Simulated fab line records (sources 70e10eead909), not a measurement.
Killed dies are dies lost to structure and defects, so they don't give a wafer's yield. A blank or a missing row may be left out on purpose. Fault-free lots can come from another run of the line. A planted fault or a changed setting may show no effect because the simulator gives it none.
Matching of chambers || flow nand_harc || 4 sister chambers for NHARC_A_STAIRCASE_TRIM_20 on rie_diel-06
The step chemistry O2, time 211.2 s. 8 wafers are shown with their chamber, then 9 later ones without.

## EACH WAFER AND ITS CHAMBER
{"wafer": "L076.6", "chamber": 0, "drypump_motor_current_A (A)": 5.6, "showerhead_plenum_p_Torr (Torr)": 3.30}
{"wafer": "L082.5", "chamber": 3, "drypump_motor_current_A (A)": 5.0, "showerhead_plenum_p_Torr (Torr)": 3.31}
{"wafer": "L082.6", "chamber": 0, "drypump_motor_current_A (A)": 5.7, "showerhead_plenum_p_Torr (Torr)": 3.29}
{"wafer": "L087.2", "chamber": 3, "drypump_motor_current_A (A)": 5.0, "showerhead_plenum_p_Torr (Torr)": 3.30}
{"wafer": "L087.3", "chamber": 2, "drypump_motor_current_A (A)": 4.8, "showerhead_plenum_p_Torr (Torr)": 3.81}
{"wafer": "L090.4", "chamber": 1, "drypump_motor_current_A (A)": 5.2, "showerhead_plenum_p_Torr (Torr)": 3.74}
{"wafer": "L090.5", "chamber": 1, "drypump_motor_current_A (A)": 5.2, "showerhead_plenum_p_Torr (Torr)": 3.74}
{"wafer": "L090.6", "chamber": 2, "drypump_motor_current_A (A)": 4.8, "showerhead_plenum_p_Torr (Torr)": 3.80}

## WAFERS WITHOUT THEIR CHAMBER
{"wafer": "L093.3", "drypump_motor_current_A (A)": 5.1, "showerhead_plenum_p_Torr (Torr)": 3.73}
{"wafer": "L093.4", "drypump_motor_current_A (A)": 5.0, "showerhead_plenum_p_Torr (Torr)": 3.29}
{"wafer": "L093.6", "drypump_motor_current_A (A)": 5.1, "showerhead_plenum_p_Torr (Torr)": 3.73}
{"wafer": "L094.2", "drypump_motor_current_A (A)": 5.0, "showerhead_plenum_p_Torr (Torr)": 3.29}
{"wafer": "L094.5", "drypump_motor_current_A (A)": 4.8, "showerhead_plenum_p_Torr (Torr)": 3.80}
{"wafer": "L094.6", "drypump_motor_current_A (A)": 5.0, "showerhead_plenum_p_Torr (Torr)": 3.29}
{"wafer": "L096.1", "drypump_motor_current_A (A)": 5.0, "showerhead_plenum_p_Torr (Torr)": 3.29}
{"wafer": "L096.3", "drypump_motor_current_A (A)": 5.2, "showerhead_plenum_p_Torr (Torr)": 3.73}
{"wafer": "L096.4", "drypump_motor_current_A (A)": 4.8, "showerhead_plenum_p_Torr (Torr)": 3.80}

## EACH ONE'S CHAMBER
{"wafer": "L093.3", "from the rows above": 1, "in truth": 1}
{"wafer": "L093.4", "from the rows above": 3, "in truth": 3}
{"wafer": "L093.6", "from the rows above": 1, "in truth": 1}
{"wafer": "L094.2", "from the rows above": 3, "in truth": 3}
{"wafer": "L094.5", "from the rows above": 2, "in truth": 2}
{"wafer": "L094.6", "from the rows above": 3, "in truth": 3}
{"wafer": "L096.1", "from the rows above": 3, "in truth": 3}
{"wafer": "L096.3", "from the rows above": 1, "in truth": 1}
{"wafer": "L096.4", "from the rows above": 2, "in truth": 2}
Correct placement for 9 of the 9. From these rows, 0 cannot be placed. 0 placed wrongly.
How it was worked out, from the rows above alone: a wafer's distance from a chamber is the root of the sum, over the readings, of the square of ((its reading less the chamber's mean) divided by the reading's scatter). The wafer belongs to the nearest chamber; if the next one is less than 2 further off, it can't be placed. For every chamber, the mean is computed from those of its wafers that are shown. How the scatter is found: for the shown wafers, subtract from each reading the mean of its chamber, square and add these, divide the total by (wafers less chambers), then take the root.
